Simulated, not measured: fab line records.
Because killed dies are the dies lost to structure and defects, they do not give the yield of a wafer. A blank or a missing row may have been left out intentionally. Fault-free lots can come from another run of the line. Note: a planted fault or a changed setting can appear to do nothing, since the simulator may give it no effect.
Chamber matching / flow n5Finfet / N5_BEOL_M12_VIA_ETCH_16 on rieDiel-03 has 4 sister chambers
The step etches SiOC in C4F8/O2/Ar, target depth 724.8 nm. 4 wafers are shown with their chamber, then 7 later ones without.

WAFERS WITH THEIR CHAMBER
wafer=L085.4; chamber=1; drypumpMotorCurrentA (A)=4.8
wafer=L085.5; chamber=2; drypumpMotorCurrentA (A)=5.8
wafer=L088.1; chamber=0; drypumpMotorCurrentA (A)=6.2
wafer=L088.2; chamber=3; drypumpMotorCurrentA (A)=5.8

WAFERS WITHOUT THEIR CHAMBER
wafer=L088.4; drypumpMotorCurrentA (A)=5.8
wafer=L093.4; drypumpMotorCurrentA (A)=4.9
wafer=L093.5; drypumpMotorCurrentA (A)=4.8
wafer=L093.6; drypumpMotorCurrentA (A)=6.3
wafer=L096.1; drypumpMotorCurrentA (A)=5.8
wafer=L096.2; drypumpMotorCurrentA (A)=5.7
wafer=L096.6; drypumpMotorCurrentA (A)=5.7

WHICH CHAMBER EACH ONE RAN IN
wafer=L088.4; from the rows above=can't be placed: 2 or 3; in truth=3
wafer=L093.4; from the rows above=1; in truth=1
wafer=L093.5; from the rows above=1; in truth=1
wafer=L093.6; from the rows above=0; in truth=0
wafer=L096.1; from the rows above=can't be placed: 2 or 3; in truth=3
wafer=L096.2; from the rows above=can't be placed: 2 or 3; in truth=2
wafer=L096.6; from the rows above=can't be placed: 2 or 3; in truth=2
Correct placement for 3 of the 7. Unplaceable from these rows: 4, with the true chamber sitting among the candidates in 4. Number placed wrongly: 0.
How it was worked out, from the rows above alone: a wafer's distance from a chamber is the root of the sum, over the readings, of the square of ((its reading less the chamber's mean) divided by the reading's scatter). The wafer belongs to the nearest chamber; if the next one is less than 2 further off, it can't be placed. A chamber's mean is the mean of its shown wafers. The scatter (one wafer shown for each chamber): square how far every hidden wafer sits from the nearest shown wafer, average those squares and take the square root.
